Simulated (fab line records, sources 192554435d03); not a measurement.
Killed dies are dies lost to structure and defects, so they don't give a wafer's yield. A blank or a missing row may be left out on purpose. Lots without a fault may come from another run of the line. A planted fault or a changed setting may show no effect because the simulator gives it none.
fab line records | flow n5_finfet
record lots=3 wafers=8 last_day=16
route steps=1938 shown BEOL_M3@961 BEOL_M4@1111 PASSIVATION@1936
lots that met no fault: from a run of the same line without faults
start_h: hours from the record's first day to the start of the lot's first wafer shown | wait_h: hours since the lot's step before | " the same as in the row above | L1.1+2: a row that stands for several wafers | - no value, or no start given | * or withheld: withheld | < > ~ a bound
route shown NAME@n: a module of which the file shows steps, and the number in the route of the first | usual: mean/standard deviation of fault-free wafers | same: alike in all rows | chamber/n: place in a boat | sites: the reading at each site | _std_site: their standard deviation | _edge_site: outer sites' mean less inner sites' | radius_mm: how far each site lies from the wafer's centre | mask NAME#n: copy n | behind: the tool/chamber that last shaped the wafer | hold: why the lot was held/for how many hours/how that ended | device: the transistor (n, p or np) that didn't switch | end of line: the same wafers' tests at the end of the route | a step without rows: its recipe alone | killed: dies lost to structure and defects at the first sort, not the wafer's yield | map: a wafer's dies, x killed, . not, _ none there
set.NAME: the setting as run; set.NAME@STEP: as run at that earlier step | model.NAME: the simulator's own value behind a step, which no gauge read
lots at some steps of the route; a table a step, a row a wafer
services: from which hour (start_h, from the record's first day; less than 0 if before it) a tool's chamber was out of use, for how many hours, and why
## steps
# step N5_BEOL_M3_EBR_24
# recipe solvent=PGMEA ebr_width_mm=1.5
# step N5_BEOL_M3_SOFTBAKE_23
# recipe temp_c=110 time_s=60 resist=CAR-EUV
# step N5_BEOL_M3_EXPOSE_25
# recipe mask_id=V2 na=0.33 source_shape=quasar sigma_inner=0.2 sigma_outer=0.8 polarization=unpolarized defocus_nm=5 dose_mj=63
# step N5_BEOL_M3_PEB_26
# recipe peb_temp_c=100 peb_time_s=60 resist=CAR-EUV
# step N5_BEOL_M3_DEVELOP_27
# recipe develop_time_s=30 developer=TMAH resist=CAR-EUV rinse_liquid=surfactant_rinse dry=air_spin dev_temp_c=23
# step N5_BEOL_M3_DESCUM_33
# recipe chemistry=O2 time_s=7 source_power_w=50 bias_power_w=20 pressure_mtorr=20 rf_frequency_hz=2.712e+07 temp_c=40 resist=CAR-EUV o2_flow_sccm=225
# step N5_BEOL_M3_ETCH_77
# recipe chemistry=N2/H2 target=underlayer target_depth_a=65 mask_material=CAR-EUV time_s=5.2 ion_energy_ev=200 pressure_mtorr=30 source_w=840 bias_w=150 n2_flow_sccm=200 h2_flow_sccm=200 ends=cleared
# step N5_BEOL_M3_ETCH_69
# recipe chemistry=CF4 target=SiARC target_depth_a=156 mask_material=CAR-EUV time_s=26 ion_energy_ev=80 pressure_mtorr=40 source_w=545 bias_w=36 Ar_flow_sccm=100 cf4_flow_sccm=100 ends=cleared
# step N5_BEOL_M3_ALD_98
# recipe material=SiO2 target_thk_a=25 temp_c=100 ald_precursor_family=BDEAS ald_co_reactant=O2-plasma pulse_time_s=1 co_reactant_pulse_time_s=1 purge_time_s=2 co_reactant_purge_time_s=2 ald_cycles=17 pressure_torr=2
# step N5_BEOL_M3_ETCHBACK_99
# recipe chemistry=CHF3 target=SiO2 target_depth_a=50 time_s=10.4 source_w=215 bias_w=47 Ar_flow_sccm=200 CHF3_flow_sccm=12 ion_energy_ev=100 pressure_mtorr=30
# usual CHF3_flow_sccm=12.00/0.033 bias_w=46.98/0.15 drypump_motor_current_A=5.8/0.47 oes_product_au=0.81/0.087 rf_vpp_V=241.8/2.9 showerhead_plenum_p_Torr=2.16/0.077 throttle_valve_pct=17.06/0.21
# columns lot.wafer tool chamber start_h wait_h CHF3_flow_sccm bias_w drypump_motor_current_A oes_product_au rf_hours_counter_h rf_vpp_V showerhead_plenum_p_Torr throttle_valve_pct
L671.2 rie_diel-06 3 212.82 0.1 11.95 46.88 5.8 0.84 91 238.3 2.26 16.78
L671.3 " 0 " " 11.97 47.36 6.0 0.67 245 236.9 2.12 17.27
L671.6 " 1 " " 12.03 46.91 6.1 0.90 - 238.4 2.20 16.76
L672.1 rie_diel-03 2 229.67 5.3 11.92 46.95 5.3 0.75 162 238.5 2.06 17.15
L672.2 " 1 " " 11.99 47.09 6.0 0.73 182 241.6 2.23 17.34
L672.3 " 3 " " 12.02 46.71 5.4 0.94 9 245.4 2.12 17.05
L678.1 rie_diel-03 2 257.06 1.1 11.97 46.80 5.3 0.52 170 240.0 2.06 17.13
L678.4 " 1 " " 12.05 46.79 5.9 0.72 191 242.1 2.23 17.34
# step N5_BEOL_M3_ETCH_70
# recipe chemistry=N2/H2 target=SOC target_depth_a=800 overetch_a=160 mask_material=SiARC temp_c=40 time_s=120 ion_energy_ev=200 pressure_mtorr=30 source_w=840 bias_w=150 n2_flow_sccm=200 h2_flow_sccm=200
# step N5_BEOL_M3_STRIP_71
# recipe chemistry=N2/H2 temp_c=40 n2_flow_sccm=200 h2_flow_sccm=200 rf_frequency_hz=6e+07
# step N5_BEOL_M3_STRIP_78
# recipe chemistry=N2/H2 temp_c=40 n2_flow_sccm=200 h2_flow_sccm=200 rf_frequency_hz=6e+07
# step N5_BEOL_M3_VIA_ETCH_34
# recipe chemistry=C4F6/O2 target_depth_a=694 mask_material=SOC pressure_mtorr=15 ion_energy_ev=250 taper_deg=4 time_s=65.9 source_w=350 bias_w=170 Ar_flow_sccm=300 C4F6_flow_sccm=10 O2_flow_sccm=10
# step N5_BEOL_M3_STRIP_83
# recipe chemistry=C4F6/O2 resist=SiARC rf_frequency_hz=6e+07
# step N5_BEOL_M3_STRIP_36
# recipe chemistry=N2/H2 power_w=450 temp_c=40 pressure_mtorr=20 rf_frequency_hz=6e+07 overash_fraction=0.3 bias_power_w=7 h2_frac=0.5 n2_flow_sccm=200 h2_flow_sccm=200
# step N5_BEOL_M3_TRENCH_ETCH_37
# recipe chemistry=C4F6/O2 target_depth_a=555.55 target=SiOC time_s=29.2 ion_energy_ev=250 pressure_mtorr=30 source_w=355 bias_w=185 Ar_flow_sccm=300 C4F6_flow_sccm=10 O2_flow_sccm=10
# step N5_BEOL_M3_ETCH_41
# recipe chemistry=CH3F/O2 target=SiCN target_depth_a=299 taper_deg=2 time_s=52.5 ion_energy_ev=120 mask_material=TiN pressure_mtorr=30 source_w=395 bias_w=75 Ar_flow_sccm=150 CH3F_flow_sccm=30 O2_flow_sccm=20
# step N5_BEOL_M3_STRIP_97
# recipe chemistry=N2/H2 time_s=10 power_w=450 temp_c=40 pressure_mtorr=20 rf_frequency_hz=6e+07 bias_power_w=7 n2_flow_sccm=200 h2_flow_sccm=200
# step N5_BEOL_M3_OCD_MEAS_38
# usual trench_depth_nm=55.6/1.1
# columns lot.wafer tool chamber start_h wait_h trench_depth_nm
L671.2 ocd-02 - 213.21 - 55.9
L671.3 " - " " 54.8
L671.6 " - " " 56.6
L672.1 ocd-02 - 230.06 - 54.8
L672.2 " - " " 53.8
L672.3 " - " " 56.4
L678.1 ocd-01 - 257.45 - 39.3
L678.4 " - " " 54.4
# step N5_BEOL_M3_HM_STRIP_39
# recipe chemistry=peroxide_tin_strip material=TiN target_depth_a=250 temp_c=50 time_s=158
# step N5_BEOL_M3_SRD_40
# recipe time_s=30 temp_c=23 rinse_liquid=diw dry=ipa_marangoni
# step N5_BEOL_M3_PRECLEAN_42
# recipe chemistry=residue_remover time_s=60 temp_c=40
# step N5_BEOL_M3_SRD_43
# recipe time_s=30 temp_c=23 rinse_liquid=diw dry=ipa_marangoni
# step N5_BEOL_M3_DEGAS_44
# recipe ambient=vacuum temp_c=250 time_s=60
# step N5_BEOL_M3_PRE_CLEAN_45
# recipe gas=H2/He time_s=30 temp_c=250
# step N5_BEOL_M3_ALD_84
# recipe material=TaN target_thk_a=* temp_c=275 ald_precursor_family=PDMAT ald_co_reactant=NH3 pressure_torr=3 carrier_flow_sccm=1500 pulse_time_s=2 purge_time_s=3 co_reactant_purge_time_s=2 co_reactant_pulse_time_s=3 ald_cycles=30 precursor_vessel_temp_c=75 precursor_vessel_pressure_torr=26.25 precursor_vessel_carrier_sccm=1000
# step N5_BEOL_M3_SURFACE_TREAT_85
# recipe gas=Ar time_s=* ion_energy_ev=* ion_current_ma_cm2=0.5 pressure_mtorr=* ar_flow_sccm=30
# step N5_BEOL_M3_CVD_47
# recipe material=Co target_thk_a=30 temp_c=withheld precursor=CCTBA/H2 pressure_torr=30 time_s=223.8
# step N5_BEOL_M3_SPUTTER_48
# recipe material=Cu target_thk_a=45 temp_c=-20 chamber_pressure_pa=0.07 power_w=withheld time_s=8.29
# step N5_BEOL_M3_ANNEAL_49
# recipe temp_c=400 time_s=240 ambient=vacuum
# step N5_BEOL_M3_SPUTTER_79
# recipe material=Cu target_thk_a=45 temp_c=-20 chamber_pressure_pa=0.07 power_w=withheld time_s=8.29
# step N5_BEOL_M3_ANNEAL_80
# recipe temp_c=400 time_s=240 ambient=vacuum
# step N5_BEOL_M3_SPUTTER_81
# recipe material=Cu target_thk_a=45 temp_c=-20 chamber_pressure_pa=0.07 power_w=withheld time_s=8.29
# step N5_BEOL_M3_ANNEAL_82
# recipe temp_c=400 time_s=240 ambient=vacuum
# step N5_BEOL_M3_SPUTTER_86
# recipe material=Cu target_thk_a=45 temp_c=-20 chamber_pressure_pa=0.07 power_w=withheld time_s=8.29
# step N5_BEOL_M3_ANNEAL_87
# recipe temp_c=400 time_s=240 ambient=vacuum
# step N5_BEOL_M3_SPUTTER_88
# recipe material=Cu target_thk_a=45 temp_c=-20 chamber_pressure_pa=0.07 power_w=withheld time_s=8.29
# step N5_BEOL_M4_RC_MEAS_101
# usual CHAIN_V2_max_site=242/7.3 DIBL_N=36.3/1.2 DIBL_P=36.1/1.6 IOFF_N=0.161/0.023 IOFF_P=0.209/0.027 ION_N=676/8.9 ION_P=462/5.3 SS_N=71.5/0.51 SS_P=73.2/0.5 VT_N=249.1/2.5 VT_P=-249.9/2.8
# columns lot.wafer tool chamber start_h wait_h CHAIN_V2_max_site[ohm/link] DIBL_N[mV/V] DIBL_P[mV/V] IOFF_N[nA/um] IOFF_P[nA/um] ION_N[uA/um] ION_P[uA/um] SS_N[mV/dec] SS_P[mV/dec] VT_N[mV] VT_P[mV]
L671.2 prober-02 0 228.30 0.2 238 35.5 37.0 0.155 0.201 675 460 71.5 73.6 248.6 -251.1
L671.3 " 0 " " 233 36.1 37.0 0.159 0.206 684 462 72.2 73.3 250.3 -252.1
L671.6 " 0 " " 229 36.9 38.6 0.180 0.229 692 465 71.6 73.5 247.1 -248.3
L672.1 prober-02 0 246.32 0.0 247 37.5 36.2 0.169 0.252 674 463 71.9 73.3 247.4 -244.1
L672.2 " 0 " " 229 35.9 35.7 0.154 0.234 683 476 71.2 73.4 247.7 -246.4
L672.3 " 0 " " 242 34.5 32.5 0.121 0.199 664 466 70.4 72.5 255.4 -246.6
L678.1 prober-02 0 274.69 0.0 ~571 36.8 35.9 0.171 0.228 679 469 71.4 74.8 248.3 -247.6
L678.4 " 0 " " 242 38.8 37.4 0.210 0.256 691 472 72.1 74.3 245.5 -249.8
# step N5_PASSIVATION_PROBE_49
# usual defect_limited_yield=91.3/1.5 killed_at_M0_to_M3=35/10 killed_at_M4_up=13/5.3 killed_at_contacts=12/5.7 killed_at_front_end=39/11 killed_at_other=3.3/2.7 killed_dies=102/18 killed_on_rim=13/4 killed_open=67/13 killed_short=34/7.8 sort_bin_5_function=5.1/1 sort_bin_6_memory=3.3/0.68 sort_n_pass=1078/18 sort_yield_pct=91.3/1.5
# same gross_dies=1180 killed_at_back_side=0 sort_bin_4_leakage[%]=0 sort_bin_8_speed[%]=0
# columns lot.wafer tool chamber start_h wait_h defect_limited_yield[%] killed_at_M0_to_M3 killed_at_M4_up killed_at_contacts killed_at_front_end killed_at_other killed_dies killed_on_rim killed_open killed_short sort_bin_5_function[%] sort_bin_6_memory[%] sort_n_pass sort_yield_pct[%]
L671.2 prober-02 - 328.13 0.1 91.1 23 9 16 56 1 105 13 74 29 5.4 3.1 1075 91.1
L671.3 prober-02 - 328.18 0.1 90.6 33 12 16 48 2 111 15 81 29 5.8 3.3 1069 90.6
L671.6 prober-02 - 328.33 0.3 90.8 37 8 10 52 2 109 10 74 35 4.9 4.3 1071 90.8
L672.1 prober-02 - 352.27 0.0 92.8 22 22 7 32 2 85 10 60 25 4.4 2.8 1095 92.8
L672.2 prober-02 - 352.32 0.1 92.8 25 11 6 31 12 85 15 56 28 3.6 3.2 1095 92.8
L672.3 prober-02 - 352.37 0.1 94.7 22 11 7 21 2 63 14 41 22 3.8 1.4 1117 94.7
L678.1 prober-01 - 372.84 0.0 67.0 329 10 18 28 4 389 87 57 30 29.5 3.1 791 67.0
L678.4 prober-01 - 372.99 0.2 93.0 28 9 14 27 5 83 9 60 23 4.2 2.8 1097 93.0
# killed by level:class
L671.2 FIN_SAQP:geometric_particle:open=17 MOL_CONTACT_COAG:geometric_particle:open=14 STI_FIN_REVEAL:geometric_particle:open=14 FIN_SAQP:geometric_particle:short=11 BEOL_M0_SAQP:geometric_particle:short=6 BEOL_M3:geometric_particle:open=6 BEOL_M4:geometric_particle:open=5 GATE_CUT:geometric_particle:open=3
L671.3 STI_FIN_REVEAL:geometric_particle:open=19 MOL_CONTACT_COAG:geometric_particle:open=12 BEOL_M0_SAQP:geometric_particle:open=12 FIN_SAQP:geometric_particle:open=10 FIN_SAQP:geometric_particle:short=7 BEOL_M1:geometric_particle:open=6 BEOL_M3:geometric_particle:open=6 MOL_CONTACT_COAG:geometric_particle:short=4
L671.6 BEOL_M3:geometric_particle:open=15 STI_FIN_REVEAL:geometric_particle:open=12 MOL_CONTACT_COAG:geometric_particle:open=9 FIN_SAQP:geometric_particle:short=8 BEOL_M0_SAQP:geometric_particle:short=8 FIN_SAQP:geometric_particle:open=7 GATE_CUT:geometric_particle:short=6 BEOL_M0_SAQP:geometric_particle:open=5
L672.1 BEOL_M4:geometric_particle:open=15 FIN_SAQP:geometric_particle:open=6 MOL_CONTACT_COAG:geometric_particle:open=6 BEOL_M0_SAQP:geometric_particle:short=6 BEOL_M2:geometric_particle:open=6 STI_FIN_REVEAL:geometric_particle:open=4 SDB:geometric_particle:short=4 BEOL_M0_SAQP:geometric_particle:open=4
L672.2 STI_FIN_REVEAL:geometric_particle:open=9 FIN_SAQP:geometric_particle:short=7 FIN_SAQP:geometric_particle:open=7 BEOL_M0_SAQP:geometric_particle:short=7 BEOL_M2:geometric_particle:open=7 MOL_CONTACT_COAG:geometric_particle:open=4 BEOL_M4:geometric_particle:open=4 BEOL_M0_SAQP:geometric_particle:open=3
L672.3 BEOL_M0_SAQP:geometric_particle:open=11 MOL_CONTACT_COAG:geometric_particle:open=6 STI_FIN_REVEAL:geometric_particle:open=5 BEOL_M0_SAQP:geometric_particle:short=5 BEOL_M4:geometric_particle:open=5 BEOL_M2:geometric_particle:open=3 BEOL_M4:geometric_particle:short=3 STARTING-WAFER:geometric_particle:short=3
L678.1 BEOL_M3:area_etchback=301 MOL_CONTACT_COAG:geometric_particle:open=14 BEOL_M0_SAQP:geometric_particle:short=11 BEOL_M0_SAQP:geometric_particle:open=6 BEOL_M6:geometric_particle:open=6 STI_FIN_REVEAL:geometric_particle:open=5 GATE_CUT:geometric_particle:open=4 MOL_CONTACT_COAG:geometric_particle:short=4
L678.4 MOL_CONTACT_COAG:geometric_particle:open=11 BEOL_M0_SAQP:geometric_particle:open=8 BEOL_M0_SAQP:geometric_particle:short=8 STI_FIN_REVEAL:geometric_particle:open=7 BEOL_M3:geometric_particle:open=5 FIN_SAQP:geometric_particle:open=4 BEOL_M2:geometric_particle:open=4 BEOL_M5:geometric_particle:open=4
# map L678.1 (x killed, . not)
_________________xxxxx.xxxxxx________________
______________xxxxxx.x.xxxxxxxxx_____________
___________xxxxxxxxxxxxx.xxxxxxxxxx__________
__________xxxxxxxx...xxxxxxxxxxxxxxx_________
________xxxxxxxx.xx...xxxxxx.xxxxxxxxx_______
_______xxxxxxxxx.x.x...xxxxxxxxx.xx.xxx______
______xxxxxx.xx...x..xx.xxxxx.....x..xx._____
_____xxxxxx..x.x...x.xx..x.....x....x..xx____
____xxxxxxxxxx...x..x...x.x.............x.___
___xxxxxxxx.x..........x.x..x.x....x....xxx__
___xxxxxxxxx....x..........................__
__xxxxxxxxx.x.x.....x..x.x................x._
__xxxxxxxx.x.xx...x......x............x....._
_xxxxxxxxxx........x.x.......................
_xxxxxxx.x............x..x..x....x..x........
_xxxxxxx......x..........x.....x.....x....x..
_xxxxxx.x...x................................
_xxxxx......x............x........x..........
_xxxxxxx..x..........x.......x...............
_xxxx....x.............x...................x.
_xxxx........................x.x.............
__xxx.xx......x..............x....x...x....._
__xx.xx......x..........x..................x_
___.xxxxxx...................x...........x.__
___.xxxxxxx................................__
____.x.x.xxxxx...xx.x................x....___
_____x..x.x.x.x...........xx............x____
______..x...x...........x..............._____
_______..x.......x.......x...x..xx.x...______
________x..........x.........x........_______
__________x.......x..x.........xx..._________
___________...x.xx.x..........x....__________
______________x.xxx.xx...xx...xx_____________
_________________........x...________________
# map L672.1 (x killed, . not)
_________________............________________
______________............x....._____________
___________........................__________
__________..........x..............._________
________x....x......................x._______
_______........x..............x........______
______..x.........................x....._____
_____..........xx...x...................x____
____.........x.x...........x...x..........___
___.......x................................__
___.....................x........x.........__
__.......x....x......x.....x........x......._
__........................x...x...........x._
_...x..........x.............................
_........x.............x........x......x.....
_.........x....x.......................x...x.
_...........x.........x...x..x...............
_..................x.............x......x...x
_........x...................................
_..x............x..x.........................
_......x..............x......................
__..............x..........................._
__............x..........x....x............._
___..............x..............x..........__
___...............x.x.........x......x.....__
____x.....................x......x........___
_____.........x....x.....x.........x.....____
______.x................................_____
_______.........................x..x...______
________..x.....x.............x......._______
__________.....x............xx..x..._________
___________............x.....x.....__________
______________...x......x....x.._____________
_________________....x.......________________
## services
# columns tool chamber start_h hours kind
rie_diel-06 0 229.98 - clean
rie_diel-06 0 229.98 - consumable_replace:focus_ring
rie_diel-06 0 229.98 14.3 scheduled_down
rie_diel-06 0 229.98 14.3 vent_cycle
rie_diel-06 2 241.17 1.2 repair
## key
first_sign step=N5_BEOL_M3_ETCHBACK_99 reading=oes_product_au direction=down sigmas=3.4 usual=0.81 struck=0.52
effect step=N5_BEOL_M3_OCD_MEAS_38 reading=trench_depth_nm direction=down sigmas=15 usual=55.6 struck=39.3
effect step=N5_BEOL_M4_RC_MEAS_101 reading=CHAIN_V2_max_site direction=up sigmas=45 usual=242 struck=~571
effect step=N5_PASSIVATION_PROBE_49 reading=killed_at_M0_to_M3 direction=up sigmas=28 usual=35 struck=329
more_kills_born_at N5_BEOL_M3_ETCHBACK_99@rie_diel-03=301
met_at N5_BEOL_M3_ETCHBACK_99
struck_wafers L678.1
onset_between 229.67 257.06
fault kind=process_parameter_drift tool=rie_diel-03 chamber=- onset_h=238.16 steps=N5_BEOL_M3_ETCHBACK_99 channel=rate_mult offset=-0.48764 shape=step end_h=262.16 scope=struck_wafers_only
